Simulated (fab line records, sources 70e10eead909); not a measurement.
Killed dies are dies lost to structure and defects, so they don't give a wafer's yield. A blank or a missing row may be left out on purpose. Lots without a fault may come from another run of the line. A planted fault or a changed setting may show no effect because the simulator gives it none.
fab line records | flow nand_harc
record lots=24 wafers=72 last_day=32
route steps=1302 shown P_M2@334 A_ZERO_WELL@404 A_CHANNEL_HOLE_D1@477 A_CHANNEL_FILL_D1@517
lots that met no fault: from a run of the same line without faults
start_h: hours from the record's first day to the start of the lot's first wafer shown | wait_h: hours since the lot's step before | " the same as in the row above | L1.1+2: a row that stands for several wafers | - no value, or no start given | * or withheld: withheld | < > ~ a bound
route shown NAME@n: a module of which the file shows steps, and the number in the route of the first | usual: mean/standard deviation of fault-free wafers | same: alike in all rows | chamber/n: place in a boat | sites: the reading at each site | _std_site: their standard deviation | _edge_site: outer sites' mean less inner sites' | radius_mm: how far each site lies from the wafer's centre | mask NAME#n: copy n | behind: the tool/chamber that last shaped the wafer | hold: why the lot was held/for how many hours/how that ended | device: the transistor (n, p or np) that didn't switch | end of line: the same wafers' tests at the end of the route | a step without rows: its recipe alone | killed: dies lost to structure and defects at the first sort, not the wafer's yield | map: a wafer's dies, x killed, . not, _ none there
set.NAME: the setting as run; set.NAME@STEP: as run at that earlier step | model.NAME: the simulator's own value behind a step, which no gauge read
steps of the route over a sample of lots; a table a step, a row a wafer
services: from which hour (start_h, from the record's first day; less than 0 if before it) a tool's chamber was out of use, for how many hours, and why
## steps
# step NHARC_P_M2_CD_MEAS_16
# usual cd_nm=170.1/1.3
# columns lot.wafer tool chamber start_h wait_h cd_nm
L074.1 cd_sem-01 - 130.65 - 169.5
L074.2 " - " " 169.2
L074.6 " - " " 169.0
L075.1 cd_sem-02 - 145.01 - 171.9
L075.4 " - " " 171.7
L075.5 " - " " 171.4
L076.1 cd_sem-02 - 147.78 - 172.2
L076.4 " - " " 172.7
L076.5 " - " " 172.3
L077.2 cd_sem-03 - 158.44 - 170.1
L077.4 " - " " 169.9
L077.5 " - " " 169.6
L078.1 cd_sem-03 - 173.27 - 172.6
L078.2 " - " " 170.9
L078.6 " - " " 172.0
L079.2 cd_sem-03 - 178.51 - 172.2
L079.4 " - " " 168.2
L079.5 " - " " 171.0
L080.1 cd_sem-01 - 189.91 - 169.0
L080.2 " - " " 170.8
L080.6 " - " " 169.1
L081.1 cd_sem-01 - 197.84 - 170.0
L081.4 " - " " 169.8
L081.5 " - " " 170.8
L082.3 cd_sem-02 - 212.01 - 169.6
L082.4 " - " " 169.9
L082.5 " - " " 170.1
L083.3 cd_sem-01 - 220.54 - 169.1
L083.4 " - " " 169.8
L083.6 " - " " 170.6
L084.1 cd_sem-02 - 234.21 - 170.2
L084.4 " - " " 171.0
L084.5 " - " " 171.3
L085.2 cd_sem-03 - 240.37 - 169.7
L085.3 " - " " 169.9
L085.6 " - " " 169.9
L086.1 cd_sem-01 - 253.10 - 169.1
L086.3 " - " " 170.6
L086.4 " - " " 169.8
L087.1 cd_sem-03 - 256.91 - 171.3
L087.2 " - " " 168.9
L087.3 " - " " 168.9
L089.2 cd_sem-03 - 277.94 - 169.1
L089.4 " - " " 172.2
L089.5 " - " " 170.0
L088.2 cd_sem-02 - 281.17 - 172.6
L088.5 " - " " 171.9
L088.6 " - " " 171.7
L090.2 cd_sem-02 - 291.58 - 167.1
L090.4 " - " " 167.8
L090.5 " - " " 168.9
L091.2 cd_sem-03 - 296.67 - 168.6
L091.3 " - " " 169.4
L091.4 " - " " 169.2
L092.2 cd_sem-03 - 309.14 - 170.9
L092.4 " - " " 169.2
L092.6 " - " " 171.4
L093.1 cd_sem-02 - 320.13 - 168.9
L093.2 " - " " 169.0
L093.5 " - " " 170.5
L094.1 cd_sem-01 - 326.82 - 171.8
L094.2 " - " " 170.4
L094.3 " - " " 170.2
L095.1 cd_sem-02 - 339.78 - 168.2
L095.2 " - " " 168.9
L095.6 " - " " 170.1
L096.1 cd_sem-02 - 349.26 - 171.0
L096.4 " - " " 170.2
L096.6 " - " " 170.0
L097.1 cd_sem-02 - 356.44 - 170.9
L097.3 " - " " 169.8
L097.5 " - " " 171.3
# step NHARC_P_M2_CMP_23
# recipe t_overpolish_s=20 target_thk_nm=144.3
# usual edge_zone_pressure_frac=0.999/0.0047 motor_current_A=11.9/1.2 retaining_ring_pressure_frac=1.001/0.005 slurry_flow_ml_min=150.0/0.43 time_to_endpoint_s=28/3.3
# same t_overpolish_s=20
# columns lot.wafer tool chamber start_h wait_h edge_zone_pressure_frac motor_current_A retaining_ring_pressure_frac slurry_flow_ml_min time_to_endpoint_s
L074.1 cmp-01 2 132.51 - 0.997 11.9 1.002 150.3 24
L074.2 " 1 " " 1.001 9.9 0.995 150.1 36
L074.6 " 3 " " 0.999 10.6 0.998 150.0 27
L075.4 cmp-03 2 146.82 - 0.999 12.2 0.996 150.3 29
L075.1 " 1 " " 1.007 10.1 1.008 150.2 30
L075.5 " 2 " " 1.002 11.8 1.000 150.0 32
L076.4 cmp-04 1 149.58 - 1.001 12.7 1.001 150.4 30
L076.1 " 0 " " 1.002 12.7 1.005 149.3 32
L076.5 " 1 " " 0.998 12.1 1.004 150.5 30
L077.2 cmp-01 0 160.31 - 0.999 11.4 1.004 150.8 25
L077.4 " 1 " " 0.996 9.7 1.001 149.7 34
L077.5 " 3 " " 1.005 11.2 1.008 149.6 28
L078.1 cmp-04 1 175.06 - 1.001 12.3 0.997 149.8 34
L078.2 " 2 " " 1.001 13.9 0.998 149.8 27
L078.6 " 2 " " 1.001 13.6 0.988 149.3 30
L079.2 cmp-04 2 180.37 - 1.000 15.0 0.988 150.2 26
L079.4 " 0 " " 1.004 12.3 0.996 149.7 30
L079.5 " 2 " " 0.998 15.0 1.000 149.8 25
L080.1 cmp-03 0 191.71 - 0.994 11.8 1.009 149.9 33
L080.2 " 3 " " 0.997 10.8 0.994 149.4 29
L080.6 " 0 " " 1.011 12.0 1.003 150.6 30
L081.1 cmp-04 0 199.64 - 0.996 13.0 0.991 149.0 32
L081.4 " 1 " " 0.997 12.4 1.002 150.3 32
L081.5 " 0 " " 0.998 12.6 0.997 149.1 30
L082.3 cmp-04 2 213.85 - 1.005 13.7 1.003 149.6 27
L082.4 " 0 " " 1.004 12.3 0.996 150.8 29
L082.5 " 2 " " 0.995 14.8 1.003 150.0 29
L083.4 cmp-03 2 222.44 - 0.997 11.5 0.993 150.4 28
L083.3 " 3 " " 0.998 11.1 1.012 150.5 27
L083.6 " 2 " " 1.005 11.1 1.000 150.8 28
L084.4 cmp-04 3 236.52 - 0.998 11.0 0.997 150.3 25
L084.1 " 1 " " 1.003 11.9 1.006 150.2 34
L084.5 " 3 " " 1.006 11.1 1.004 150.1 25
L085.3 cmp-01 1 242.18 - 0.996 10.2 0.999 150.3 34
L085.2 " 0 " " 1.001 11.0 1.003 150.0 22
L085.6 " 2 " " 1.000 11.4 0.991 150.7 26
L086.3 cmp-04 3 254.90 - 0.996 11.1 0.995 149.8 22
L086.4 " 0 " " 0.995 12.4 1.006 150.3 31
L086.1 " 1 " " 1.001 12.5 1.000 150.2 31
L087.3 cmp-03 3 258.70 - 0.996 11.4 1.003 150.3 25
L087.1 " 1 " " 0.993 10.8 0.996 149.3 25
L087.2 " 2 " " 1.000 12.0 1.014 149.6 25
L089.2 cmp-04 0 280.04 - 0.995 12.3 1.007 150.4 32
L089.4 " 1 " " 0.993 13.0 1.007 149.8 33
L089.5 " 1 " " 1.006 12.3 1.004 149.2 31
L088.2 cmp-04 2 283.02 - 1.004 14.4 1.010 150.1 27
L088.5 " 2 " " 1.001 13.8 1.005 150.1 27
L088.6 " 3 " " 0.996 11.1 1.007 150.0 23
L090.4 cmp-03 0 293.40 - 0.997 12.1 1.002 150.1 29
L090.2 " 1 " " 0.997 9.9 1.006 150.1 25
L090.5 " 3 " " 0.999 11.8 1.002 150.0 27
L091.4 cmp-03 2 298.54 - 1.010 11.9 1.000 149.6 29
L091.3 " 3 " " 0.999 12.0 1.002 150.2 29
L091.2 " 0 " " 0.996 12.0 1.007 150.4 31
L092.4 cmp-01 2 310.97 - 0.999 11.6 0.997 150.0 26
L092.2 " 3 " " 0.991 11.0 0.993 150.1 25
L092.6 " 2 " " 1.005 11.7 0.998 149.6 24
L093.2 cmp-04 2 321.93 - 0.992 14.5 1.004 149.4 25
L093.1 " 0 " " 0.999 12.1 0.991 150.3 29
L093.5 " 3 " " 0.994 11.1 1.005 150.3 22
L094.1 cmp-01 1 328.61 - 0.997 9.5 0.994 150.4 33
L094.2 " 2 " " 0.997 11.9 0.998 149.8 25
L094.3 " 0 " " 1.003 10.9 0.999 149.6 25
L095.1 cmp-03 2 341.61 - 1.005 11.4 1.005 150.4 31
L095.2 " 3 " " 1.001 11.1 0.999 149.6 29
L095.6 " 2 " " 1.002 11.9 0.994 150.9 31
L096.4 cmp-03 1 351.06 - 0.998 10.6 0.999 149.9 26
L096.1 " 3 " " 1.000 11.6 0.999 150.3 28
L096.6 " 2 " " 1.003 11.9 1.003 150.1 28
L097.3 cmp-04 3 358.43 - 1.008 11.1 1.001 149.9 22
L097.1 " 0 " " 1.006 12.1 0.999 149.5 29
L097.5 " 2 " " 0.996 14.3 0.996 150.1 24
# step NHARC_P_M2_INSPECT_27
# usual raw_defect_count=319/110
# columns lot.wafer tool chamber start_h wait_h raw_defect_count
L074.1 defect_inspect-02 - 132.99 0.0 320
L074.2 " - " " 453
L074.6 " - " " 286
L075.1 defect_inspect-01 - 147.29 0.0 347
L075.4 " - " " 243
L075.5 " - " " 337
L076.1 defect_inspect-01 - 150.06 0.0 330
L076.4 " - " " 200
L076.5 " - " " 214
L077.2 defect_inspect-01 - 160.75 0.0 557
L077.4 " - " " 339
L077.5 " - " " 241
L078.1 defect_inspect-01 - 175.53 0.0 413
L078.2 " - " " 274
L078.6 " - " " 383
L079.2 defect_inspect-01 - 180.81 0.0 384
L079.4 " - " " 317
L079.5 " - " " 242
L080.1 defect_inspect-01 - 192.19 0.0 463
L080.2 " - " " 368
L080.6 " - " " 229
L081.1 defect_inspect-01 - 200.11 0.0 269
L081.4 " - " " 174
L081.5 " - " " 214
L082.3 defect_inspect-02 - 214.30 0.0 325
L082.4 " - " " 213
L082.5 " - " " 169
L083.3 defect_inspect-01 - 222.88 0.0 207
L083.4 " - " " 316
L083.6 " - " " 216
L084.1 defect_inspect-01 - 236.96 0.0 373
L084.4 " - " " 510
L084.5 " - " " 415
L085.2 defect_inspect-01 - 242.65 0.0 185
L085.3 " - " " 288
L085.6 " - " " 215
L086.1 defect_inspect-02 - 255.37 0.0 462
L086.3 " - " " 237
L086.4 " - " " 338
L087.1 defect_inspect-01 - 259.18 0.0 471
L087.2 " - " " 449
L087.3 " - " " 686
L089.2 defect_inspect-01 - 280.52 0.0 642
L089.4 " - " " 281
L089.5 " - " " 221
L088.2 defect_inspect-01 - 283.49 0.0 250
L088.5 " - " " 255
L088.6 " - " " 218
L090.2 defect_inspect-01 - 293.84 0.0 571
L090.4 " - " " 229
L090.5 " - " " 389
L091.2 defect_inspect-01 - 299.01 0.0 220
L091.3 " - " " 347
L091.4 " - " " 379
L092.2 defect_inspect-01 - 311.41 0.0 291
L092.4 " - " " 270
L092.6 " - " " 253
L093.1 defect_inspect-01 - 322.40 0.0 160
L093.2 " - " " 362
L093.5 " - " " 392
L094.1 defect_inspect-02 - 329.08 0.0 265
L094.2 " - " " 284
L094.3 " - " " 320
L095.1 defect_inspect-02 - 342.05 0.0 212
L095.2 " - " " 193
L095.6 " - " " 213
L096.1 defect_inspect-02 - 351.53 0.0 197
L096.4 " - " " 624
L096.6 " - " " 325
L097.1 defect_inspect-01 - 358.87 0.0 241
L097.3 " - " " 249
L097.5 " - " " 297
# step NHARC_A_ZERO_WELL_ETCH_19
# recipe target_depth_a=800 overetch_a=240 time_s=87.88 ion_energy_ev=200 n2_flow_sccm=150 h2_flow_sccm=150 ar_flow_sccm=0 rf_w=400 bias_w=150 chemistry=N2/H2
# usual drypump_motor_current_A=5.91/0.26 mfc_ar_sccm=0.012/0.011 oes_product_au=1.000/0.013 rf_vpp_V=430.7/2.9 showerhead_plenum_p_Torr=2.05/0.099 throttle_valve_pct=14.172/0.0091
# columns lot.wafer tool chamber start_h wait_h drypump_motor_current_A mfc_ar_sccm oes_product_au rf_hours_counter_h rf_vpp_V showerhead_plenum_p_Torr throttle_valve_pct
L074.1 rie_diel-02 1 139.16 0.1 5.80 0.008 1.006 2 426.8 1.95 14.178
L074.2 " 3 " " 6.11 0.026 0.993 2 434.3 2.17 14.183
L074.6 " 2 " " 5.94 0.024 0.992 - 427.4 1.95 14.152
L075.4 rie_diel-02 2 153.64 0.1 5.95 0.024 0.982 3 427.9 1.95 14.174
L075.1 " 3 " " 6.10 0.026 0.975 3 434.4 2.17 14.184
L075.5 " 2 " " 5.95 0.024 0.987 - 427.5 1.95 14.174
L076.4 rie_diel-02 3 155.92 0.1 6.10 0.026 0.989 3 432.3 2.17 14.179
L076.1 " 1 " " 5.78 0.008 1.005 3 428.2 1.95 14.173
L076.5 " 0 " " 6.01 0 1.004 - 432.7 2.13 14.169
L077.2 rie_diel-04 0 166.96 0.1 6.01 0.005 1.001 23 433.7 2.16 14.166
L077.5 " 0 " " 6.03 0.005 1.003 - 435.0 2.16 14.166
L077.4 " 1 " " 5.49 0.018 0.968 - 431.2 2.08 14.182
L078.1 rie_diel-02 0 181.39 0.1 6.01 0 0.993 4 432.2 2.13 14.178
L078.2 " 2 " " 5.95 0.024 0.999 3 428.2 1.95 14.165
L078.6 " 3 " " 6.08 0.026 0.989 - 434.2 2.17 14.181
L079.2 rie_diel-02 3 186.69 0.1 6.08 0.026 0.987 3 433.1 2.17 14.168
L079.4 " 0 " " 5.99 0 1.008 4 433.5 2.13 14.176
L079.5 " 3 " " 6.10 0.026 1.000 - 434.8 2.17 14.170
L080.2 rie_diel-02 0 198.34 0.1 6.00 0 0.995 4 433.6 2.13 14.180
L080.1 " 2 " " 5.94 0.024 0.993 4 428.0 1.95 14.161
L080.6 " 0 " " 5.99 0 0.986 - 433.4 2.13 14.173
L081.1 rie_diel-04 3 206.12 0.1 4.96 0 0.997 3 426.9 1.92 14.172
L081.4 " 1 " " 5.50 0.018 0.998 3 429.5 2.07 14.169
L081.5 " 3 " " 4.98 0 0.998 - 428.6 1.92 14.180
L082.3 rie_diel-04 0 220.38 0.1 6.04 0.005 0.999 7 433.6 2.16 14.170
L082.4 " 3 " " 4.96 0 1.010 8 427.1 1.91 14.176
L082.5 " 1 " " 5.51 0.018 1.007 - 431.8 2.07 14.162
L083.3 rie_diel-08 1 229.12 0.1 5.49 0 1.005 12 431.6 2.08 14.169
L083.6 " 1 " " 5.50 0 1.005 - 431.3 2.08 14.172
L083.4 " 0 " " 6.09 0 1.033 - 426.9 1.90 14.177
L084.4 rie_diel-02 3 243.12 0.1 6.09 0.026 0.990 1 434.8 2.17 14.183
L084.1 " 2 " " 5.97 0.024 0.995 1 427.6 1.95 14.163
L084.5 " 3 " " 6.10 0.026 1.000 - 434.7 2.17 14.171
L085.2 rie_diel-02 1 248.83 0.1 5.79 0.008 1.016 1 427.0 1.95 14.170
L085.3 " 3 " " 6.08 0.026 0.999 1 434.2 2.17 14.168
L085.6 " 2 " " 5.92 0.024 0.998 - 427.5 1.95 14.176
L086.3 rie_diel-02 2 261.49 0.1 5.96 0.024 1.011 1 427.5 1.95 14.172
L086.4 " 3 " " 6.08 0.026 0.990 1 434.1 2.17 14.177
L086.1 " 1 " " 5.80 0.008 1.020 1 426.7 1.95 14.159
L087.1 rie_diel-02 1 265.18 0.1 5.79 0.008 1.020 1 427.3 1.95 14.163
L087.3 " 2 " " 5.95 0.024 1.009 1 428.3 1.95 14.177
L087.2 " 0 " " 5.98 0 0.992 1 431.8 2.13 14.183
L089.2 rie_diel-02 3 286.87 0.1 6.10 0.026 0.994 2 434.2 2.17 14.162
L089.4 " 1 " " 5.81 0.008 1.022 2 429.0 1.95 14.158
L089.5 " 2 " " 5.95 0.024 1.011 - 427.4 1.95 14.176
L088.2 rie_diel-02 0 289.59 0.1 6.01 0 0.986 2 433.0 2.13 14.165
L088.5 " 0 " " 6.01 0 0.975 - 433.7 2.13 14.190
L088.6 " 1 " " 5.79 0.008 1.007 - 427.5 1.95 14.180
L090.4 rie_diel-02 1 299.86 0.1 5.75 0.008 1.006 2 428.9 1.95 14.161
L090.2 " 3 " " 6.08 0.026 0.992 3 433.7 2.17 14.165
L090.5 " 1 " " 5.81 0.008 1.019 - 428.4 1.95 14.185
L091.3 rie_diel-02 1 304.85 0.1 5.78 0.008 1.021 3 427.6 1.95 14.172
L091.4 " 2 " " 5.95 0.024 1.007 3 427.8 1.95 14.168
L091.2 " 3 " " 6.09 0.026 0.993 3 433.7 2.17 14.173
L092.2 rie_diel-02 0 317.38 0.1 6.00 0 0.974 3 433.5 2.13 14.159
L092.4 " 1 " " 5.78 0.008 1.015 3 428.5 1.95 14.181
L092.6 " 0 " " 6.00 0 0.982 - 433.3 2.13 14.189
L093.1 rie_diel-02 0 328.35 0.1 6.01 0 0.978 4 433.1 2.13 14.163
L093.2 " 3 " " 6.11 0.026 1.001 4 433.8 2.17 14.181
L093.5 " 0 " " 6.00 0 0.977 - 432.4 2.13 14.184
L094.3 rie_diel-02 2 335.30 0.1 5.96 0.024 1.003 4 429.2 1.95 14.170
L094.2 " 3 " " 6.11 0.026 1.015 4 434.6 2.17 14.165
L094.1 " 0 " " 6.01 0 0.980 4 433.0 2.13 14.176
L095.2 rie_diel-02 2 347.91 0.1 5.95 0.024 0.997 4 428.1 1.95 14.179
L095.1 " 0 " " 5.96 0 0.986 4 432.9 2.13 14.159
L095.6 " 1 " " 5.77 0.008 1.002 - 427.0 1.95 14.177
L096.4 rie_diel-02 3 357.51 0.1 6.10 0.026 1.016 5 433.8 2.17 14.166
L096.1 " 1 " " 5.81 0.008 1.015 4 429.5 1.95 14.171
L096.6 " 3 " " 6.09 0.026 1.015 - 433.6 2.17 14.182
L097.1 rie_diel-04 3 364.83 0.1 5.00 0 0.977 0 425.7 1.91 14.180
L097.3 " 1 " " 5.51 0.018 0.994 0 430.5 2.06 14.181
L097.5 " 0 " " 6.00 0.005 1.030 - 434.3 2.15 14.179
# step NHARC_A_CHANNEL_HOLE_D1_ETCH_25
# recipe bias_v=5000 source_w=withheld pressure_mtorr=20 time_s=1040.2 ar_flow_sccm=375 c4f8_flow_sccm=93.8 o2_flow_sccm=31.2 temp_c=-20 target_depth_a=15000 chemistry=C4F8/O2/Ar
# usual drypump_motor_current_A=5.49/0.24 mfc_ar_sccm=374.9/1.1 showerhead_plenum_p_Torr=3.69/0.055 throttle_valve_pct=32.235/0.0087
# columns lot.wafer tool chamber start_h wait_h drypump_motor_current_A mfc_ar_sccm rf_hours_counter_h showerhead_plenum_p_Torr throttle_valve_pct
L074.1 har_etch-02 0 181.05 0.6 5.76 375.1 290 3.63 32.230
L074.2 " 1 " " 5.07 373.2 290 3.77 32.222
L074.6 " 0 " " 5.78 375.6 - 3.63 32.222
L075.1 har_etch-01 0 199.39 0.7 5.64 374.9 99 3.72 32.228
L075.4 " 1 " " 5.49 374.3 - 3.72 32.233
L075.5 " 0 " " 5.65 375.1 - 3.72 32.246
L076.1 har_etch-02 1 200.92 0.7 5.05 375.8 301 3.76 32.236
L076.4 " 1 " " 5.06 375.8 - 3.76 32.233
L076.5 " 0 " " 5.77 372.9 - 3.63 32.238
L077.2 har_etch-02 0 212.99 0.7 5.75 376.7 309 3.62 32.226
L077.4 " 0 " " 5.76 375.2 - 3.62 32.221
L077.5 " 0 " " 5.75 376.1 - 3.62 32.231
L078.2 har_etch-01 0 223.48 0.6 5.63 374.6 114 3.72 32.234
L078.1 " 1 " " 5.50 376.0 114 3.72 32.238
L078.6 " 0 " " 5.63 373.8 - 3.72 32.252
L079.2 har_etch-01 0 234.15 0.7 5.65 374.1 121 3.71 32.234
L079.4 " 0 " " 5.64 376.3 - 3.71 32.227
L079.5 " 0 " " 5.62 375.1 - 3.71 32.221
L080.2 har_etch-01 1 245.34 0.6 5.49 375.2 129 3.71 32.233
L080.1 " 0 " " 5.66 377.0 129 3.71 32.239
L080.6 " 0 " " 5.65 374.6 - 3.71 32.248
L081.1 har_etch-01 0 253.78 0.7 5.62 374.9 137 3.70 32.247
L081.4 " 1 " " 5.48 374.2 - 3.70 32.220
L081.5 " 1 " " 5.48 374.3 - 3.70 32.234
L082.4 har_etch-01 1 263.93 0.7 5.48 376.6 - 3.70 32.239
L082.3 " 0 " " 5.65 376.0 - 3.70 32.229
L082.5 " 1 " " 5.49 375.4 - 3.70 32.237
L083.3 har_etch-01 1 274.23 0.7 5.50 375.0 - 3.70 32.230
L083.4 " 0 " " 5.63 376.1 - 3.70 32.224
L083.6 " 0 " " 5.65 376.1 - 3.70 32.236
L084.1 har_etch-02 1 296.12 1.3 5.07 375.7 361 3.73 32.222
L084.4 " 1 " " 5.07 374.1 - 3.73 32.238
L084.5 " 1 " " 5.07 374.3 - 3.73 32.220
L085.2 har_etch-01 1 297.47 0.7 5.47 375.4 160 3.69 32.246
L085.3 " 1 " " 5.48 375.0 - 3.69 32.238
L085.6 " 1 " " 5.49 374.6 - 3.69 32.234
L086.1 har_etch-01 0 306.02 0.6 5.63 374.3 164 3.69 32.236
L086.4 " 1 " " 5.49 375.0 - 3.69 32.236
L086.3 " 0 " " 5.64 373.6 - 3.69 32.215
L087.2 har_etch-02 1 306.67 0.6 5.08 376.0 366 3.72 32.251
L087.1 " 0 " " 5.79 376.0 351 3.60 32.241
L087.3 " 0 " " 5.76 375.6 - 3.60 32.245
L088.2 har_etch-02 0 330.91 0.7 5.76 374.8 366 3.59 32.237
L088.5 " 1 " " 5.07 375.0 - 3.72 32.232
L088.6 " 0 " " 5.76 374.7 - 3.59 32.242
L089.2 har_etch-01 0 331.91 0.6 5.65 373.3 183 3.68 32.246
L089.4 " 0 " " 5.64 374.6 - 3.68 32.232
L089.5 " 0 " " 5.65 375.1 - 3.68 32.232
L091.2 har_etch-01 0 344.06 0.6 5.64 375.7 187 3.68 32.232
L091.3 " 0 " " 5.65 375.5 - 3.68 32.242
L091.4 " 1 " " 5.49 374.3 - 3.68 32.228
L090.2 har_etch-02 0 344.74 0.7 5.75 374.5 374 3.59 32.245
L090.4 " 1 " " 5.07 374.7 - 3.71 32.241
L090.5 " 1 " " 5.07 374.2 - 3.71 32.231
L092.2 har_etch-01 0 362.63 0.6 5.64 375.7 202 3.67 32.238
L092.4 " 0 " " 5.65 377.6 - 3.67 32.229
L092.6 " 0 " " 5.65 375.2 - 3.67 32.236
L093.2 har_etch-02 1 370.39 0.6 5.07 374.4 404 3.70 32.251
L093.1 " 0 " " 5.78 373.2 389 3.58 32.252
L093.5 " 0 " " 5.77 374.8 - 3.58 32.239
L094.1 har_etch-01 0 384.60 0.6 5.66 374.1 214 3.66 32.241
L094.2 " 1 " " 5.48 375.8 214 3.66 32.233
L094.3 " 0 " " 5.65 375.1 - 3.66 32.230
L095.1 har_etch-01 1 396.67 0.6 5.48 376.0 225 3.66 32.241
L095.2 " 0 " " 5.66 374.4 225 3.66 32.234
L095.6 " 1 " " 5.47 377.2 - 3.66 32.235
L096.1 har_etch-02 0 403.75 0.6 5.77 376.8 7 3.92 32.256
L096.4 " 1 " " 5.07 373.0 - 3.70 32.219
L096.6 " 0 " " 5.76 374.9 - 3.92 32.247
L097.1 har_etch-01 0 412.64 0.6 5.62 374.0 240 3.65 32.251
L097.3 " 1 " " 5.47 372.2 - 3.65 32.234
L097.5 " 1 " " 5.47 373.6 - 3.65 32.223
# step NHARC_A_CHANNEL_FILL_D1_INSPECT_13
# usual raw_defect_count=295/100
# columns lot.wafer tool chamber start_h wait_h raw_defect_count
L074.1 defect_inspect-02 - 228.96 0.0 281
L074.2 " - " " 345
L074.6 " - " " 491
L075.1 defect_inspect-02 - 250.18 0.0 239
L075.4 " - " " 379
L075.5 " - " " 168
L076.1 defect_inspect-01 - 250.19 0.0 351
L076.4 " - " " 449
L076.5 " - " " 265
L077.2 defect_inspect-01 - 265.61 0.0 230
L077.4 " - " " 262
L077.5 " - " " 246
L078.1 defect_inspect-01 - 276.52 0.0 229
L078.2 " - " " 194
L078.6 " - " " 187
L079.2 defect_inspect-01 - 286.14 0.0 175
L079.4 " - " " 294
L079.5 " - " " 153
L080.1 defect_inspect-01 - 297.93 0.0 297
L080.2 " - " " 391
L080.6 " - " " 248
L081.1 defect_inspect-01 - 304.78 0.0 344
L081.4 " - " " 440
L081.5 " - " " 299
L082.3 defect_inspect-01 - 318.90 0.0 231
L082.4 " - " " 293
L082.5 " - " " 219
L083.3 defect_inspect-01 - 328.76 0.0 571
L083.4 " - " " 265
L083.6 " - " " 362
L084.1 defect_inspect-02 - 348.09 0.0 342
L084.4 " - " " 244
L084.5 " - " " 339
L085.2 defect_inspect-01 - 351.67 0.0 442
L085.3 " - " " 340
L085.6 " - " " 421
L087.1 defect_inspect-02 - 357.60 0.0 571
L087.2 " - " " 304
L087.3 " - " " 518
L086.1 defect_inspect-01 - 357.61 0.0 330
L086.3 " - " " 454
L086.4 " - " " 181
L089.2 defect_inspect-02 - 384.61 0.0 187
L089.4 " - " " 430
L089.5 " - " " 282
L088.2 defect_inspect-02 - 384.64 0.0 171
L088.5 " - " " 326
L088.6 " - " " 254
L090.2 defect_inspect-02 - 398.28 0.0 393
L090.4 " - " " 360
L090.5 " - " " 505
L091.2 defect_inspect-01 - 398.28 0.0 231
L091.3 " - " " 115
L091.4 " - " " 258
L092.2 defect_inspect-01 - 417.01 0.0 353
L092.4 " - " " 391
L092.6 " - " " 283
L093.1 defect_inspect-02 - 423.02 0.0 290
L093.2 " - " " 184
L093.5 " - " " 164
L094.1 defect_inspect-01 - 435.86 0.0 184
L094.2 " - " " 173
L094.3 " - " " 252
L095.1 defect_inspect-01 - 447.42 0.0 287
L095.2 " - " " 262
L095.6 " - " " 238
L096.1 defect_inspect-02 - 456.11 0.0 278
L096.4 " - " " 169
L096.6 " - " " 143
L097.1 defect_inspect-02 - 464.22 0.0 287
L097.3 " - " " 385
L097.5 " - " " 403
## services
# columns tool chamber start_h hours kind
cmp-04 - 111.78 4.0 pm
cmp-01 - 112.47 0.7 repair
cmp-03 - 131.90 2.3 repair
cmp-04 - 145.60 3.5 repair
cmp-03 - 168.97 4.0 pm
rie_diel-02 1 169.37 6.1 repair
cmp-03 - 177.48 0.8 repair
cmp-01 - 179.85 1.2 repair
cmp-01 - 185.61 4.0 pm
cmp-04 - 209.78 4.0 pm
rie_diel-02 - 220.04 9.0 pm
cmp-03 - 266.97 4.0 pm
cmp-04 - 268.79 8.4 repair
cmp-01 - 283.61 4.0 pm
cmp-04 - 307.78 4.0 pm
cmp-03 - 311.14 1.2 repair
cmp-04 - 313.11 0.6 repair
cmp-04 - 316.12 3.4 repair
rie_diel-02 2 359.19 12.5 repair
cmp-03 - 364.97 4.0 pm
har_etch-02 - 377.00 17.0 pm
rie_diel-02 1 391.33 9.9 repair
rie_diel-02 - 397.04 9.0 pm
cmp-04 - 405.78 4.0 pm
## key
fault none
